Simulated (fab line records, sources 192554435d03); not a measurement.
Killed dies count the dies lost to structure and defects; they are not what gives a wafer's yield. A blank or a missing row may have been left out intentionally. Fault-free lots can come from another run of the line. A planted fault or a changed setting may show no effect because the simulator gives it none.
Matching of chambers || flow n5_finfet || 4 sister chambers for N5_STI_FIN_REVEAL_STRIP_24 on rie_diel-01
The step strips in N2/H2, time 90 s. 27 wafers are shown with their chamber, then 12 later ones without.

WAFERS PAIRED WITH THEIR CHAMBERS
{"wafer": "L076.2", "chamber": 0, "showerhead_plenum_p_Torr (Torr)": 3.23, "drypump_motor_current_A (A)": 5.9, "oes_product_au (a.u.)": 0.77}
{"wafer": "L076.5", "chamber": 1, "showerhead_plenum_p_Torr (Torr)": 3.49, "drypump_motor_current_A (A)": 5.8, "oes_product_au (a.u.)": 0.69}
{"wafer": "L076.6", "chamber": 0, "showerhead_plenum_p_Torr (Torr)": 3.23, "drypump_motor_current_A (A)": 6.0, "oes_product_au (a.u.)": 0.77}
{"wafer": "L079.1", "chamber": 2, "showerhead_plenum_p_Torr (Torr)": 3.46, "drypump_motor_current_A (A)": 6.5, "oes_product_au (a.u.)": 0.70}
{"wafer": "L079.2", "chamber": 3, "showerhead_plenum_p_Torr (Torr)": 3.43, "drypump_motor_current_A (A)": 5.6, "oes_product_au (a.u.)": 0.86}
{"wafer": "L079.4", "chamber": 1, "showerhead_plenum_p_Torr (Torr)": 3.48, "drypump_motor_current_A (A)": 5.8, "oes_product_au (a.u.)": 0.69}
{"wafer": "L080.1", "chamber": 2, "showerhead_plenum_p_Torr (Torr)": 3.46, "drypump_motor_current_A (A)": 6.5, "oes_product_au (a.u.)": 0.71}
{"wafer": "L080.2", "chamber": 1, "showerhead_plenum_p_Torr (Torr)": 3.48, "drypump_motor_current_A (A)": 5.8, "oes_product_au (a.u.)": 0.68}
{"wafer": "L080.3", "chamber": 0, "showerhead_plenum_p_Torr (Torr)": 3.22, "drypump_motor_current_A (A)": 5.9, "oes_product_au (a.u.)": 0.75}
{"wafer": "L080.4", "chamber": 3, "showerhead_plenum_p_Torr (Torr)": 3.43, "drypump_motor_current_A (A)": 5.7, "oes_product_au (a.u.)": 0.85}
{"wafer": "L080.5", "chamber": 0, "showerhead_plenum_p_Torr (Torr)": 3.22, "drypump_motor_current_A (A)": 5.9, "oes_product_au (a.u.)": 0.75}
{"wafer": "L080.6", "chamber": 1, "showerhead_plenum_p_Torr (Torr)": 3.48, "drypump_motor_current_A (A)": 5.8, "oes_product_au (a.u.)": 0.69}
{"wafer": "L081.1", "chamber": 0, "showerhead_plenum_p_Torr (Torr)": 3.22, "drypump_motor_current_A (A)": 5.9, "oes_product_au (a.u.)": 0.76}
{"wafer": "L081.3", "chamber": 2, "showerhead_plenum_p_Torr (Torr)": 3.46, "drypump_motor_current_A (A)": 6.5, "oes_product_au (a.u.)": 0.71}
{"wafer": "L081.6", "chamber": 1, "showerhead_plenum_p_Torr (Torr)": 3.48, "drypump_motor_current_A (A)": 5.8, "oes_product_au (a.u.)": 0.68}
{"wafer": "L086.2", "chamber": 0, "showerhead_plenum_p_Torr (Torr)": 3.22, "drypump_motor_current_A (A)": 6.0, "oes_product_au (a.u.)": 0.74}
{"wafer": "L086.3", "chamber": 2, "showerhead_plenum_p_Torr (Torr)": 3.45, "drypump_motor_current_A (A)": 6.5, "oes_product_au (a.u.)": 0.70}
{"wafer": "L086.4", "chamber": 3, "showerhead_plenum_p_Torr (Torr)": 3.43, "drypump_motor_current_A (A)": 5.6, "oes_product_au (a.u.)": 0.83}
{"wafer": "L087.4", "chamber": 3, "showerhead_plenum_p_Torr (Torr)": 3.42, "drypump_motor_current_A (A)": 5.7, "oes_product_au (a.u.)": 0.83}
{"wafer": "L087.5", "chamber": 2, "showerhead_plenum_p_Torr (Torr)": 3.45, "drypump_motor_current_A (A)": 6.5, "oes_product_au (a.u.)": 0.70}
{"wafer": "L087.6", "chamber": 1, "showerhead_plenum_p_Torr (Torr)": 3.47, "drypump_motor_current_A (A)": 5.8, "oes_product_au (a.u.)": 0.68}
{"wafer": "L088.2", "chamber": 0, "showerhead_plenum_p_Torr (Torr)": 3.21, "drypump_motor_current_A (A)": 6.0, "oes_product_au (a.u.)": 0.75}
{"wafer": "L088.4", "chamber": 3, "showerhead_plenum_p_Torr (Torr)": 3.42, "drypump_motor_current_A (A)": 5.6, "oes_product_au (a.u.)": 0.83}
{"wafer": "L088.6", "chamber": 1, "showerhead_plenum_p_Torr (Torr)": 3.47, "drypump_motor_current_A (A)": 5.8, "oes_product_au (a.u.)": 0.67}
{"wafer": "L089.2", "chamber": 3, "showerhead_plenum_p_Torr (Torr)": 3.42, "drypump_motor_current_A (A)": 5.6, "oes_product_au (a.u.)": 0.83}
{"wafer": "L089.3", "chamber": 2, "showerhead_plenum_p_Torr (Torr)": 3.45, "drypump_motor_current_A (A)": 6.5, "oes_product_au (a.u.)": 0.70}
{"wafer": "L089.6", "chamber": 2, "showerhead_plenum_p_Torr (Torr)": 3.45, "drypump_motor_current_A (A)": 6.5, "oes_product_au (a.u.)": 0.69}

SIGNATURES (averages over the wafers above)
{"reading": "showerhead_plenum_p_Torr", "chamber 0": 3.2214, "chamber 1": 3.4786, "chamber 2": 3.4543, "chamber 3": 3.4250, "scatter within a chamber": 0.00623}
{"reading": "drypump_motor_current_A", "chamber 0": 5.943, "chamber 1": 5.800, "chamber 2": 6.500, "chamber 3": 5.633, "scatter within a chamber": 0.0364}
{"reading": "oes_product_au", "chamber 0": 0.7557, "chamber 1": 0.6829, "chamber 2": 0.7014, "chamber 3": 0.8383, "scatter within a chamber": 0.00996}
Rule: distance of a wafer from a chamber = root of the sum over the readings of ((wafer's reading minus chamber's mean) / reading's scatter) squared. If the next closest chamber is less than 2 further off than the closest, the wafer can't be placed; otherwise it belongs to the closest. How the scatter is found: for the shown wafers, subtract from each reading the mean of its chamber, square and add these, divide the total by (wafers less chambers), then take the root.

WAFERS WHOSE CHAMBER IS MISSING
{"wafer": "L090.1", "showerhead_plenum_p_Torr (Torr)": 3.42, "drypump_motor_current_A (A)": 5.6, "oes_product_au (a.u.)": 0.82}
{"wafer": "L090.2", "showerhead_plenum_p_Torr (Torr)": 3.45, "drypump_motor_current_A (A)": 6.5, "oes_product_au (a.u.)": 0.69}
{"wafer": "L090.3", "showerhead_plenum_p_Torr (Torr)": 3.21, "drypump_motor_current_A (A)": 6.0, "oes_product_au (a.u.)": 0.73}
{"wafer": "L090.4", "showerhead_plenum_p_Torr (Torr)": 3.45, "drypump_motor_current_A (A)": 6.5, "oes_product_au (a.u.)": 0.69}
{"wafer": "L090.5", "showerhead_plenum_p_Torr (Torr)": 3.21, "drypump_motor_current_A (A)": 6.0, "oes_product_au (a.u.)": 0.74}
{"wafer": "L090.6", "showerhead_plenum_p_Torr (Torr)": 3.42, "drypump_motor_current_A (A)": 5.6, "oes_product_au (a.u.)": 0.82}
{"wafer": "L092.1", "showerhead_plenum_p_Torr (Torr)": 3.47, "drypump_motor_current_A (A)": 5.8, "oes_product_au (a.u.)": 1.02}
{"wafer": "L092.2", "showerhead_plenum_p_Torr (Torr)": 3.21, "drypump_motor_current_A (A)": 5.9, "oes_product_au (a.u.)": 0.72}
{"wafer": "L092.4", "showerhead_plenum_p_Torr (Torr)": 3.41, "drypump_motor_current_A (A)": 5.6, "oes_product_au (a.u.)": 0.82}
{"wafer": "L095.2", "showerhead_plenum_p_Torr (Torr)": 3.20, "drypump_motor_current_A (A)": 6.0, "oes_product_au (a.u.)": 0.72}
{"wafer": "L095.3", "showerhead_plenum_p_Torr (Torr)": 3.47, "drypump_motor_current_A (A)": 5.8, "oes_product_au (a.u.)": 0.99}
{"wafer": "L095.5", "showerhead_plenum_p_Torr (Torr)": 3.47, "drypump_motor_current_A (A)": 5.8, "oes_product_au (a.u.)": 0.98}

CHAMBER TAKEN BY EACH
{"wafer": "L090.1", "from the rows above": 3, "in truth": 3}
{"wafer": "L090.2", "from the rows above": 2, "in truth": 2}
{"wafer": "L090.3", "from the rows above": 0, "in truth": 0}
{"wafer": "L090.4", "from the rows above": 2, "in truth": 2}
{"wafer": "L090.5", "from the rows above": 0, "in truth": 0}
{"wafer": "L090.6", "from the rows above": 3, "in truth": 3}
{"wafer": "L092.1", "from the rows above": 3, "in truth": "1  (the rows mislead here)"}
{"wafer": "L092.2", "from the rows above": 0, "in truth": 0}
{"wafer": "L092.4", "from the rows above": 3, "in truth": 3}
{"wafer": "L095.2", "from the rows above": 0, "in truth": 0}
{"wafer": "L095.3", "from the rows above": 3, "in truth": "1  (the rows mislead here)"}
{"wafer": "L095.5", "from the rows above": 3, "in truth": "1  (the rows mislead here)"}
9 of 12 placed correctly. Left unplaced by these rows: 0. 3 placed wrongly.
